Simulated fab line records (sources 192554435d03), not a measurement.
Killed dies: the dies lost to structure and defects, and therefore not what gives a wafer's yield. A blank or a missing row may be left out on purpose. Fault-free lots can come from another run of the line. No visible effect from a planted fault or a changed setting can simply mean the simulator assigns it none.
A lot that was struck, set against a sound lot -- flow n5_finfet -- 15 steps out of a route of 1938
Sound: these wafers, L145.2, L145.4, L145.5. Struck: wafer L139.4 (left out: L139.5, L139.6 of the same lot, which were not struck); the cause appears at the end.
Each step with rows lists, per side, the tool, then ch with its chambers, then its first start. Under that, the readings that differ: sound wafers -- struck wafers -- difference of the means -- sigmas: that difference in standard deviations of wafers without a fault.
alike: readings with means less than 2 such deviations apart, plus words and numbers identical on both sides. not compared: withheld readings, readings lacking a value on some wafer, bounds such as >300 that could conceal the same value, and numbers that have no deviation in the record and whose values overlap.
Wherever a step has rows on one side only, a row that says differs or no value, or a row with sigmas, the two part there. Numbers that have no deviation but don't overlap get no sigmas and don't part them. A reading that every wafer of one side lacks parts them only if that side has two wafers or more.

first, 3 steps without rows for these wafers: N5_BEOL_M12_PRECLEAN_39 (cleans in residue remover, time 60 s); N5_BEOL_M12_SRD_40 (time 30 s, dry time 30 s); N5_BEOL_M12_DEGAS_41 (time 60 s).
N5_BEOL_M12_PRE_CLEAN_42: time 30 s.
  sound: pvd_sputter-02 at day 17 01:22; struck: pvd_sputter-02 at day 15 05:23
  alike: heater_power_w
N5_BEOL_M12_SPUTTER_43: material TaN, target thk 15 nm, time 24.19 s.
  sound: pvd_sputter-02 at day 17 01:24; struck: pvd_sputter-02 at day 15 05:25
  alike: throttle_valve_pct
N5_BEOL_M12_SPUTTER_44: material Ta, target thk 10 nm, time 16.13 s.
  sound: pvd_sputter-02 at day 17 01:29; struck: pvd_sputter-02 at day 15 05:30
  alike: throttle_valve_pct
N5_BEOL_M12_SPUTTER_45: material Cu, target thk 80 nm, time 13.33 s.
  sound: pvd_sputter-02 at day 17 01:34; struck: pvd_sputter-02 at day 15 05:35
  alike: chuck_gas_flow_sccm, throttle_valve_pct
then, 1 step without rows for these wafers: N5_BEOL_M12_ECD_47 (material Cu, target thk 720 nm).
N5_BEOL_M12_ANNEAL_48: time 90 s.
  sound on rtp_anneal-02 ch 0, day 17 01:52; struck on rtp_anneal-01 ch 0, day 15 05:59
reading,sound,struck,difference,sigmas
wafer_temp_C_max,226.3 226.6 227.1,225.9,-0.8,-2
then, 1 step without rows for these wafers: N5_BEOL_M12_CMP_49 (polishes, stops on SiOC, t overpolish 20.6 s, target thk 320 nm).
N5_BEOL_M12_THK_MEAS_50: measures by xrf.
  sound: film_metro-01 at day 17 02:25; struck: film_metro-01 at day 15 06:27
  alike: M12_THK
then, 1 step without rows for these wafers: N5_BEOL_M12_PRE_CLEAN_52 (time 15 s).
N5_BEOL_M12_DEP_53: deposits SiCN from 3MS/NH3, target thk 30 nm, time 10.5 s.
  sound on pecvd-02 ch 0,1,2, day 17 02:29; struck on pecvd-03 ch 2, day 15 06:32
reading,sound,struck,difference,sigmas
model.SiCN_of_BEOL_M12_DEP_53.thk_nm (nm),30.8 30.4 30.4,52.8,+22.3,
  alike: showerhead_plenum_p_Torr, throttle_valve_pct
N5_BEOL_M12_RS_MEAS_54: a four-point-probe measurement.
  sound: film_metro-01 at day 17 02:32; struck: film_metro-02 at day 15 06:35
  alike: M12_RS
-- the record jumps here: 2 days lie between the struck wafers' starts before and after (it left off in module BEOL_M12 and takes up again in module PASSIVATION, whose first step shown is number 1936 of the route) --
N5_PASSIVATION_PROBE_49:
  sound: prober-02 at day 18 23:01; struck: prober-01 at day 17 06:43
reading,sound,struck,difference,sigmas
killed_at_contacts,9 14 25,31,+15,+2
  alike: defect_limited_yield, killed_at_M0_to_M3, killed_at_M4_up, killed_at_front_end, killed_at_other, killed_dies, killed_open, killed_short, sort_bin_4_leakage, sort_bin_5_function, sort_bin_6_memory, sort_bin_8_speed, sort_n_pass, sort_yield_pct

## WHERE THEY PART
First at N5_BEOL_M12_ANNEAL_48; last, within this record, at N5_PASSIVATION_PROBE_49.

WHY: whatever the simulator had introduced
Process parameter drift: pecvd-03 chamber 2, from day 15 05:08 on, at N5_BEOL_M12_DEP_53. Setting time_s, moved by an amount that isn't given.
